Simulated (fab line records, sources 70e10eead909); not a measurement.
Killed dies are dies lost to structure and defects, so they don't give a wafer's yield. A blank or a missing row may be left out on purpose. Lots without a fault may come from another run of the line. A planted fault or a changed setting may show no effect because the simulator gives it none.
Chamber matching | flow nand_harc | NHARC_A_CHANNEL_FILL_D1_ALD_25 on ald_hk-03: 4 sister chambers
The step deposits SiOx, target thk 60 nm, pulse time 10 s, ald cycles 600. 24 wafers are shown with their chamber, then 12 later ones without.

WAFERS WITH THEIR CHAMBER
wafer  | chamber | heater_power_w (W) | precursor_pulse_height_rel
L076.3 | 0       | 474                | 0.984
L076.2 | 1       | 577                | 0.985
L076.4 | 2       | 475                | 1.012
L076.1 | 3       | 479                | 1.014
L076.6 | 0       | 480                | 0.987
L076.5 | 1       | 552                | 0.987
L078.1 | 2       | 492                | 1.007
L078.2 | 3       | 483                | 0.999
L078.4 | 1       | 579                | 0.992
L078.6 | 2       | 482                | 0.988
L078.3 | 0       | 483                | 1.038
L078.5 | 3       | 480                | 1.019
L079.2 | 0       | 483                | 0.997
L079.5 | 2       | 486                | 1.009
L079.6 | 1       | 575                | 1.008
L082.1 | 2       | 489                | 0.996
L082.4 | 3       | 497                | 0.997
L082.6 | 0       | 489                | 1.020
L085.2 | 0       | 482                | 0.981
L085.3 | 1       | 585                | 0.973
L085.1 | 3       | 490                | 1.046
L090.1 | 0       | 469                | 1.019
L090.3 | 3       | 488                | 1.014
L090.5 | 2       | 490                | 0.991

SIGNATURES (means of the wafers above)
reading                    | chamber 0 | chamber 1 | chamber 2 | chamber 3 | scatter within a chamber
heater_power_w             | 480.00    | 573.60    | 485.67    | 486.17    | 8.16
precursor_pulse_height_rel | 1.00371   | 0.98900   | 1.00050   | 1.01483   | 0.0168
Rule: a wafer's distance from a chamber is the root of the sum, over the readings, of the square of ((its reading less the chamber's mean) divided by the reading's scatter). The wafer belongs to the nearest chamber; if the next one is less than 2 further off, it can't be placed. The scatter: the root of (the sum of the squares of (reading less its chamber's mean) over the shown wafers, divided by (wafers less chambers)).

WAFERS WITHOUT THEIR CHAMBER
wafer  | heater_power_w (W) | precursor_pulse_height_rel
L093.1 | 557                | 1.006
L093.2 | 519                | 1.006
L093.4 | 461                | 0.986
L093.3 | 499                | 0.994
L093.5 | 506                | 0.991
L093.6 | 571                | 0.974
L095.2 | 452                | 0.992
L095.3 | 514                | 1.001
L095.6 | 450                | 0.990
L096.2 | 458                | 0.996
L096.1 | 519                | 1.006
L096.6 | 471                | 0.963

WHICH CHAMBER EACH WENT THROUGH
wafer  | from the rows above          | in truth
L093.1 | 1                            | 1
L093.2 | can't be placed: 3 or 2 or 0 | 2
L093.4 | can't be placed: 0 or 2 or 3 | 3
L093.3 | can't be placed: 2 or 3 or 0 | 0
L093.5 | can't be placed: 2 or 3 or 0 | 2
L093.6 | 1                            | 1
L095.2 | can't be placed: 0 or 2 or 3 | 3
L095.3 | can't be placed: 2 or 3 or 0 | 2
L095.6 | can't be placed: 0 or 2 or 3 | 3
L096.2 | can't be placed: 0 or 2 or 3 | 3
L096.1 | can't be placed: 3 or 2 or 0 | 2
L096.6 | can't be placed: 0 or 2 or 3 | 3
Placed correctly: 2 of 12. Can't be placed from these rows: 10 (the true chamber is among the candidates in 10). Placed wrongly: 0.
